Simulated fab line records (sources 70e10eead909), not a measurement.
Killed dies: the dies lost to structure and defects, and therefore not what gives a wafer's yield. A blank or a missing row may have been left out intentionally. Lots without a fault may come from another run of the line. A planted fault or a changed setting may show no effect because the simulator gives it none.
A struck lot beside a sound one / flow nand harc / 14 steps out of a route of 1302
Sound: the wafers L697.1, L697.3, L697.6. Wafers struck: L702.1, L702.2, L702.4. Last of all comes the cause.
For every step that has rows: the tool of each side, followed by ch and its chambers, followed by its first start. Under that, the readings that differ: sound wafers / struck wafers / difference of the means / sigmas: that difference in standard deviations of wafers without a fault.
alike: same words and numbers on both sides, and readings whose means sit less than 2 such deviations apart. not compared: any withheld reading, any reading some wafer has no value for, any bound like >300 that may hide the same value, and any number with overlapping values for which the record gives no deviation.
The two part at a step that has a row with sigmas, a row that says differs or no value, or rows on one side only. Numbers that don't overlap but have no deviation are shown without sigmas and don't part them. A reading that every wafer of one side lacks parts them only if that side has two wafers or more.

NHARC_P_STI_INSPECT_11:
  sound on defect inspect-02, day 3 04:46; struck on defect inspect-01, day 5 07:47
  alike: raw defect count
then, 1 step without rows for these wafers: NHARC_P_STI_HARDBAKE_13 (time 65 s).
NHARC_P_STI_DESCUM_14: chemistry O2, time 3 s.
  sound on rie diel-03 ch 0,2, day 3 04:55; struck on rie diel-05 ch 0,2,3, day 5 07:56
  alike: drypump motor current A, oes product au, rf vpp V, showerhead plenum p Torr, throttle valve pct
  not compared: rf hours counter h
NHARC_P_STI_ETCH_42: etches the open film in N2/H2, target depth 80 nm, overetch 24 nm, time 61 s.
  sound on rie diel-03 ch 0,1,3, day 3 05:02; struck on rie diel-05 ch 0,2,3, day 5 08:00
reading=throttle valve pct (%); sound=14.167 14.165 14.154; struck=14.177 14.192 14.184; difference=+0.022; sigmas=+2
  alike: drypump motor current A, oes product au, rf vpp V, showerhead plenum p Torr
  not compared: rf hours counter h
NHARC_P_STI_ETCH_31: etches the open film in CF4/CHF3, target depth 108.9 nm, time 54.5 s.
  sound: rie diel-03 ch 2,3; struck: rie diel-05 ch 0,1,3
  alike: drypump motor current A, oes product au, rf vpp V, showerhead plenum p Torr, throttle valve pct
  not compared: rf hours counter h
NHARC_P_STI_ETCH_15: etches the open film in HBr/Cl2, target depth 300 nm, time 100.1 s.
  sound on rie si-03 ch 1,2,3, day 3 05:14; struck on rie si-03 ch 0,2,3, day 5 08:11
  alike: drypump motor current A, oes product au, throttle valve pct
  not compared: rf hours counter h
NHARC_P_STI_CD_MEAS_16:
  sound on cd sem-01, day 3 05:23; struck on cd sem-02, day 5 08:21
  alike: cd nm
NHARC_P_STI_OCD_MEAS_17:
  sound on ocd-02, day 3 05:28; struck on ocd-02, day 5 08:26
  alike: trench depth nm, trench foot cd nm
then, 3 steps without rows for these wafers: NHARC_P_STI_STRIP_19 (strips in SPM, time 900 s); NHARC_P_STI_PRECLEAN_32 (cleans in SC1); NHARC_P_STI_SRD_23.
NHARC_P_STI_OCD_MEAS_43:
  sound on ocd-01, day 3 05:59; struck on ocd-01, day 5 08:57
  alike: trench depth nm, trench foot cd nm
NHARC_P_STI_OXIDE_33: material SiO2, target thk 10 nm, ox time 281 s.
  struck on furnace-02, day 5 13:07; sound on furnace-06 ch 0, day 3 09:40
  no value came back on the struck wafers for ox temp c (C), ox time s (s), spike tc bottom C (C); on the sound wafers ox temp c (C) reads 1000.6 1000.3 1000.7
then, 1 step without rows for these wafers: NHARC_P_STI_HDPCVD_20 (deposits SiO2).

== WHERE THEY PART ==
First at NHARC_P_STI_ETCH_42; last, within this record, at NHARC_P_STI_OXIDE_33.

WHY: what had been put in by the simulator
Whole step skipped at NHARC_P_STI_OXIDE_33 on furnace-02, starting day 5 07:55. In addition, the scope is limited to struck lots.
